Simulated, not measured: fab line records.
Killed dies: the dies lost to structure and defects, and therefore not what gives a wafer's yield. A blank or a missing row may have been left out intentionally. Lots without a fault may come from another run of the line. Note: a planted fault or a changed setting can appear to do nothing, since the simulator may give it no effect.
Chamber matching | flow n5 finfet | 3 sister chambers for N5_BEOL_M5_CURE_80 on uv cure-01
The step cures SiCOH lowk, time 120 s. 16 wafers are shown with their chamber, then 8 later ones without.

== WAFERS WITH THEIR CHAMBER ==
wafer  | chamber | wafer_temp_C_max | lamp power pct (%)
L076.1 | 2       | 371.3            | 52.36
L076.4 | 2       | 372.0            | 52.45
L076.5 | 2       | 371.6            | 52.26
L076.2 | 2       | 371.9            | 52.30
L076.3 | 2       | 371.3            | 52.27
L076.6 | 2       | 372.0            | 52.21
L084.1 | 1       | 372.0            | 52.37
L084.4 | 1       | 371.8            | 52.34
L084.6 | 1       | 372.6            | 52.36
L086.1 | 0       | 371.5            | 52.31
L086.5 | 0       | 372.1            | 52.23
L086.6 | 0       | 371.2            | 52.29
L088.1 | 2       | 372.2            | 52.29
L088.3 | 2       | 372.3            | 52.26
L088.6 | 2       | 371.6            | 52.34
L091.1 | 0       | 371.5            | 52.46

SIGNATURES (averages over the wafers above)
reading          | chamber 0 | chamber 1 | chamber 2 | scatter within a chamber
wafer_temp_C_max | 371.575   | 372.133   | 371.800   | 0.378
lamp power pct   | 52.3225   | 52.3567   | 52.3044   | 0.0728
Rule: a wafer's distance from a chamber is the root of the sum, over the readings, of the square of ((its reading less the chamber's mean) divided by the reading's scatter). If the next closest chamber is less than 2 further off than the closest, the wafer can't be placed; otherwise it belongs to the closest. The scatter: take each reading less its chamber's mean, square it, sum over the shown wafers, divide by the number of wafers less the number of chambers, and take the root.

== WAFERS WHOSE CHAMBER IS MISSING ==
wafer  | wafer_temp_C_max | lamp power pct (%)
L091.2 | 370.9            | 52.34
L091.6 | 371.2            | 52.25
L094.1 | 371.4            | 52.29
L094.2 | 371.8            | 52.29
L094.5 | 371.3            | 52.31
L096.2 | 372.1            | 52.29
L096.4 | 371.9            | 52.26
L096.5 | 372.0            | 52.43

== WHICH CHAMBER EACH WENT THROUGH ==
wafer  | from the rows above          | in truth
L091.2 | can't be placed: 0 or 2 or 1 | 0
L091.6 | can't be placed: 0 or 2 or 1 | 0
L094.1 | can't be placed: 0 or 2 or 1 | 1
L094.2 | can't be placed: 2 or 0 or 1 | 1
L094.5 | can't be placed: 0 or 2 or 1 | 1
L096.2 | can't be placed: 2 or 1 or 0 | 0
L096.4 | can't be placed: 2 or 0 or 1 | 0
L096.5 | can't be placed: 1 or 2 or 0 | 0
Placed correctly: 0 of 8. Unplaceable from these rows: 8, with the true chamber sitting among the candidates in 8. 0 placed wrongly.
